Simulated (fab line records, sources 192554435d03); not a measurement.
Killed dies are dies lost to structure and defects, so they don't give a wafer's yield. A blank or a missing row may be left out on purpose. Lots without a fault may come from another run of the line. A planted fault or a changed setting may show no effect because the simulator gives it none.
fab line records | flow n5_finfet | part 2 of 2: steps 5 to 6 of 6
record lots=23 wafers=69 last_day=18
route steps=1938 shown WELL_APT@45 PMOS_HMC_CHANNEL_EPI@71 FIN_SAQP@135
lots that met no fault: from a run of the same line without faults
start_h: hours from the record's first day to the start of the lot's first wafer shown | wait_h: hours since the lot's step before | " the same as in the row above | L1.1+2: a row that stands for several wafers | - no value, or no start given | * or withheld: withheld | < > ~ a bound
route shown NAME@n: a module of which the file shows steps, and the number in the route of the first | usual: mean/standard deviation of fault-free wafers | same: alike in all rows | chamber/n: place in a boat | sites: the reading at each site | _std_site: their standard deviation | _edge_site: outer sites' mean less inner sites' | radius_mm: how far each site lies from the wafer's centre | mask NAME#n: copy n | behind: the tool/chamber that last shaped the wafer | hold: why the lot was held/for how many hours/how that ended | device: the transistor (n, p or np) that didn't switch | end of line: the same wafers' tests at the end of the route | a step without rows: its recipe alone | killed: dies lost to structure and defects at the first sort, not the wafer's yield | map: a wafer's dies, x killed, . not, _ none there
set.NAME: the setting as run; set.NAME@STEP: as run at that earlier step | model.NAME: the simulator's own value behind a step, which no gauge read
steps of the route over a sample of lots; a table a step, a row a wafer
services: from which hour (start_h, from the record's first day; less than 0 if before it) a tool's chamber was out of use, for how many hours, and why
## steps
# step N5_FIN_SAQP_HM_OPEN_33
# recipe chemistry=CH3F/O2 target=SiNx mask_material=SiO2 target_depth_a=494 time_s=70.6 pressure_mtorr=30 source_w=395 bias_w=73 Ar_flow_sccm=150 CH3F_flow_sccm=30 O2_flow_sccm=20 ion_energy_ev=120 ends=cleared
# usual drypump_motor_current_A=5.7/0.41 etch_rf_on_time_s=68.3/1.3 oes_product_au=0.71/0.091 rf_vpp_V=298/5.9 showerhead_plenum_p_Torr=2.03/0.054 throttle_valve_pct=16.27/0.22
# columns lot.wafer tool chamber start_h wait_h drypump_motor_current_A etch_rf_on_time_s oes_product_au rf_hours_counter_h rf_vpp_V showerhead_plenum_p_Torr throttle_valve_pct
L074.3 rie_diel-06 2 27.73 0.0 5.3 69.0 0.85 1 303 2.12 15.96
L074.4 " 0 " " 5.3 69.9 0.66 120 297 2.00 16.40
L074.5 " 2 " " 5.3 70.2 0.85 - 302 2.12 15.98
L075.2 rie_diel-01 0 32.32 0.0 5.4 64.9 0.84 9 292 2.04 15.99
L075.3 " 1 " " 6.1 65.5 0.81 22 295 2.05 16.24
L075.5 " 0 " " 5.4 66.6 0.83 - 290 2.04 16.01
L076.1 rie_diel-06 2 38.24 0.1 5.3 67.1 0.83 4 303 2.12 15.98
L076.2 " 1 " " 6.2 68.9 0.63 162 291 1.92 16.36
L076.4 " 2 " " 5.3 69.0 0.83 - 302 2.12 15.98
L078.2 rie_diel-05 1 50.35 0.0 5.9 68.8 0.58 256 306 1.95 16.65
L078.3 " 3 " " 6.3 67.5 0.62 193 294 2.07 16.49
L078.6 " 0 " " 5.7 68.7 0.73 - 291 2.05 15.95
L079.2 rie_diel-06 3 56.95 0.0 5.1 69.2 0.61 226 304 2.07 16.60
L079.3 " 0 " " 5.3 68.9 0.66 126 296 2.00 16.42
L079.4 " 2 " " 5.3 70.9 0.79 14 303 2.11 16.00
L080.2 rie_diel-05 2 61.64 0.0 5.8 67.8 0.86 1 302 1.95 16.24
L080.4 " 2 " " 5.8 68.1 0.85 - 302 1.95 16.24
L080.5 " 3 " " 6.3 69.1 0.61 - 293 2.07 16.50
L081.2 rie_diel-01 2 70.40 0.0 4.9 68.0 0.58 247 308 2.05 16.46
L081.5 " 0 " " 5.4 69.3 0.80 - 291 2.03 16.03
L081.6 " 1 " " 6.1 68.3 0.77 - 295 2.04 16.25
L082.1 rie_diel-06 3 75.03 0.3 5.1 67.3 0.60 233 305 2.07 16.62
L082.2 " 0 " " 5.3 67.5 0.65 133 295 2.00 16.43
L082.6 " 3 " " 5.1 67.9 0.60 - 305 2.07 16.62
L083.4 rie_diel-05 2 79.62 0.0 5.8 67.7 0.82 10 303 1.95 16.27
L083.5 " 1 " " 5.9 68.0 0.86 - 305 1.95 16.19
L083.6 " 0 " " 5.7 66.8 0.72 - 292 2.04 15.98
L084.2 rie_diel-01 0 85.97 0.2 5.4 67.3 0.79 29 292 2.03 16.05
L084.4 " 0 " " 5.4 68.0 0.79 - 290 2.03 16.05
L084.6 " 1 " " 6.1 67.8 0.77 - 294 2.04 16.27
L085.1 rie_diel-05 2 93.69 0.0 5.8 67.5 0.81 15 302 1.95 16.29
L085.4 " 3 " " 6.3 68.8 0.61 211 294 2.06 16.52
L085.5 " 3 " " 6.3 70.0 0.60 - 293 2.06 16.52
L086.1 rie_diel-06 1 100.73 0.0 6.2 71.3 0.61 187 292 1.91 16.41
L086.4 " 0 " " 5.3 72.5 0.65 - 296 2.00 16.44
L086.6 " 1 " " 6.2 72.5 0.62 - 292 1.91 16.40
L087.1 rie_diel-05 3 105.57 0.0 6.3 67.4 0.60 216 292 2.06 16.51
L087.2 " 0 " " 5.7 67.5 0.70 69 290 2.04 15.97
L087.3 " 1 " " 5.9 67.9 0.83 8 306 1.94 16.20
L088.1 rie_diel-01 3 109.71 0.1 5.6 67.0 0.61 195 300 2.07 16.55
L088.3 " 2 " " 4.9 65.6 0.87 1 307 2.05 16.01
L088.4 " 0 " " 5.4 67.6 0.78 35 289 2.03 16.04
L089.4 rie_diel-05 2 116.25 0.1 5.8 68.4 0.79 23 302 1.95 16.30
L089.5 " 0 " " 5.8 69.0 0.70 - 291 2.04 15.98
L089.6 " 3 " " 6.3 67.9 0.60 - 294 2.06 16.53
L090.1 rie_diel-01 0 122.29 0.0 5.4 67.3 0.77 40 292 2.03 16.05
L090.2 " 3 " " 5.6 66.8 0.61 199 301 2.07 16.57
L090.3 " 1 " " 6.1 66.4 0.75 57 296 2.03 16.31
L091.1 rie_diel-01 0 128.04 0.0 5.4 68.4 0.76 42 291 2.03 16.05
L091.3 " 2 " " 4.9 67.0 0.84 7 307 2.05 16.02
L091.6 " 0 " " 5.4 66.8 0.77 - 291 2.03 16.06
L092.1 rie_diel-05 1 138.39 0.1 5.8 66.5 0.81 20 306 1.94 16.22
L092.4 " 3 " " 6.3 69.4 0.60 229 293 2.06 16.53
L092.5 " 0 " " 5.7 69.8 0.69 - 293 2.03 16.02
L093.1 rie_diel-05 2 143.81 0.5 5.8 67.0 0.77 35 303 1.94 16.31
L093.4 " 1 " " 5.9 66.8 0.79 22 304 1.94 16.22
L093.6 " 2 " " 5.8 68.0 0.78 - 303 1.94 16.31
L094.2 rie_diel-01 1 148.73 0.0 6.1 67.8 0.74 70 295 2.03 16.34
L094.3 " 2 " " 4.9 67.0 0.82 16 306 2.05 16.04
L094.6 " 0 " " 5.4 68.4 0.75 - 290 2.02 16.08
L095.2 rie_diel-01 3 154.57 0.1 5.6 67.2 0.59 214 301 2.07 16.59
L095.4 " 1 " " 6.1 68.9 0.73 73 296 2.03 16.32
L095.5 " 1 " " 6.1 68.4 0.73 - 295 2.03 16.34
L096.3 rie_diel-05 3 159.23 0.0 6.3 66.9 0.59 239 291 2.05 16.59
L096.4 " 1 " " 5.9 67.1 0.77 30 305 1.94 16.24
L096.6 " 0 " " 5.7 67.9 0.69 - 292 2.03 16.02
L097.2 rie_diel-01 3 164.02 0.0 5.6 67.9 0.59 217 301 2.07 16.60
L097.3 " 0 " " 5.4 69.4 0.75 60 291 2.02 16.11
L097.5 " 2 " " 4.9 68.1 0.80 - 308 2.04 16.06
# step N5_FIN_SAQP_FIN_ETCH_36
# recipe chemistry=HBr/Cl2/O2 target_depth_a=1200 mask_material=SiNx time_s=50.4 bias_w=102 pressure_mtorr=10 icp_w=800 HBr_flow_sccm=150 Cl2_flow_sccm=80 O2_flow_sccm=12
# usual drypump_motor_current_A=5.9/0.36 oes_product_au=0.993/0.017 throttle_valve_pct=36.05/0.27
# columns lot.wafer tool chamber start_h wait_h drypump_motor_current_A oes_product_au rf_hours_counter_h throttle_valve_pct
L074.3 rie_si-05 1 28.01 0.0 5.5 0.980 8 35.83
L074.4 " 0 " " 5.8 1.012 162 35.74
L074.5 " 0 " " 5.8 1.020 - 35.75
L075.2 rie_si-03 0 32.60 0.0 6.1 0.983 98 36.44
L075.3 " 1 " " 6.2 1.004 24 36.14
L075.5 " 2 " " 5.4 0.995 - 36.20
L076.1 rie_si-05 0 38.53 0.0 5.8 1.026 162 35.73
L076.2 " 1 " " 5.5 0.968 8 35.85
L076.4 " 2 " " 6.5 0.992 188 36.39
L078.2 rie_si-06 1 50.63 0.0 6.4 0.979 7 35.70
L078.3 " 3 " " 5.6 0.988 180 35.75
L078.6 " 0 " " 6.0 1.006 - 35.71
L079.2 rie_si-03 3 57.24 0.0 5.7 0.977 100 36.28
L079.3 " 1 " " 6.2 1.009 24 36.15
L079.4 " 0 " " 6.1 0.972 98 36.45
L080.2 rie_si-06 1 61.92 0.0 6.4 0.990 8 35.69
L080.4 " 0 " " 6.0 1.012 93 35.73
L080.5 " 2 " " 6.3 1.001 - 35.90
L081.2 rie_si-03 0 70.69 0.0 6.1 0.991 98 36.43
L081.5 " 0 " " 6.1 0.973 - 36.45
L081.6 " 3 " " 5.7 0.979 - 36.26
L082.1 rie_si-03 0 75.32 0.0 6.0 0.988 98 36.44
L082.2 " 3 " " 5.8 0.987 100 36.26
L082.6 " 3 " " 5.7 0.977 - 36.27
L083.4 rie_si-06 2 79.90 0.0 6.3 1.011 121 35.87
L083.5 " 0 " " 6.0 1.017 - 35.71
L083.6 " 3 " " 5.6 0.993 - 35.74
L084.2 rie_si-05 3 86.25 0.0 5.5 1.000 150 36.28
L084.4 " 1 " " 5.5 0.970 9 35.84
L084.6 " 2 " " 6.5 0.992 - 36.38
L085.1 rie_si-03 2 93.98 0.0 5.4 0.990 110 36.22
L085.4 " 0 " " 6.1 0.979 99 36.44
L085.5 " 2 " " 5.4 0.980 - 36.21
L086.1 rie_si-05 1 101.01 0.0 5.5 0.972 9 35.84
L086.4 " 3 " " 5.5 0.995 150 36.29
L086.6 " 0 " " 5.8 1.015 - 35.76
L087.1 rie_si-05 1 105.85 0.0 5.5 0.971 9 35.84
L087.2 " 2 " " 6.5 0.988 190 36.40
L087.3 " 3 " " 5.5 0.999 150 36.28
L088.1 rie_si-05 2 110.00 0.0 6.5 0.992 190 36.39
L088.3 " 1 " " 5.5 0.976 9 35.84
L088.4 " 0 " " 5.8 1.021 164 35.74
L089.4 rie_si-06 2 116.54 0.0 6.3 1.010 121 35.89
L089.5 " 0 " " 6.0 1.017 - 35.71
L089.6 " 3 " " 5.6 0.986 - 35.72
L090.1 rie_si-03 3 122.58 0.0 5.7 0.965 101 36.28
L090.2 " 2 " " 5.4 0.975 110 36.20
L090.3 " 1 " " 6.2 1.000 26 36.15
L091.1 rie_si-06 2 128.33 0.0 6.3 0.996 122 35.90
L091.3 " 1 " " 6.5 0.977 9 35.70
L091.6 " 1 " " 6.5 0.978 - 35.71
L092.1 rie_si-06 2 138.68 0.0 6.3 1.009 122 35.91
L092.4 " 3 " " 5.6 0.988 181 35.74
L092.5 " 2 " " 6.3 1.002 - 35.91
L093.1 rie_si-03 1 144.10 0.0 6.2 1.008 26 36.14
L093.4 " 2 " " 5.5 0.991 - 36.22
L093.6 " 0 " " 6.1 0.965 - 36.45
L094.2 rie_si-03 0 149.02 0.0 6.1 0.955 100 36.48
L094.3 " 1 " " 6.2 1.002 26 36.15
L094.6 " 2 " " 5.4 0.977 - 36.22
L095.2 rie_si-03 0 154.85 0.0 6.1 0.969 100 36.43
L095.4 " 2 " " 5.4 0.991 111 36.21
L095.5 " 2 " " 5.4 0.995 - 36.21
L096.3 rie_si-05 3 159.51 0.0 5.5 1.000 151 36.29
L096.4 " 1 " " 5.5 0.964 10 35.86
L096.6 " 3 " " 5.5 0.995 - 36.27
L097.2 rie_si-06 0 164.31 0.0 6.0 1.017 95 35.72
L097.3 " 1 " " 6.5 0.988 10 35.69
L097.5 " 2 " " 6.3 1.010 - 35.89
## services
# columns tool chamber start_h hours kind
rie_diel-05 - -0.70 0.2 repair
rie_si-06 0 1.52 11.6 repair
rie_diel-06 - 1.72 0.6 repair
rie_diel-01 - 11.46 14.6 pm
rie_diel-02 3 27.58 6.2 repair
rie_si-05 - 30.51 2.8 pm
rie_diel-05 2 31.24 - clean
rie_diel-05 2 31.24 - consumable_replace:focus_ring
rie_diel-05 2 31.24 27.0 scheduled_down
rie_diel-05 2 31.24 27.0 vent_cycle
rie_diel-03 2 32.31 2.2 repair
rie_diel-06 0 33.54 14.8 repair
rie_diel-06 3 44.54 8.9 repair
rie_si-03 - 47.27 4.1 repair
rie_diel-05 1 58.41 - clean
rie_diel-05 1 58.41 - consumable_replace:focus_ring
rie_diel-04 - 69.57 28.1 pm
rie_diel-05 1 89.71 3.3 repair
rie_diel-06 3 100.54 10.5 repair
rie_diel-02 - 102.59 2.8 pm
rie_diel-06 - 125.58 28.1 pm
rie_diel-01 2 128.72 2.3 repair
rie_si-03 3 133.10 14.5 repair
rie_diel-03 1 144.94 3.3 repair
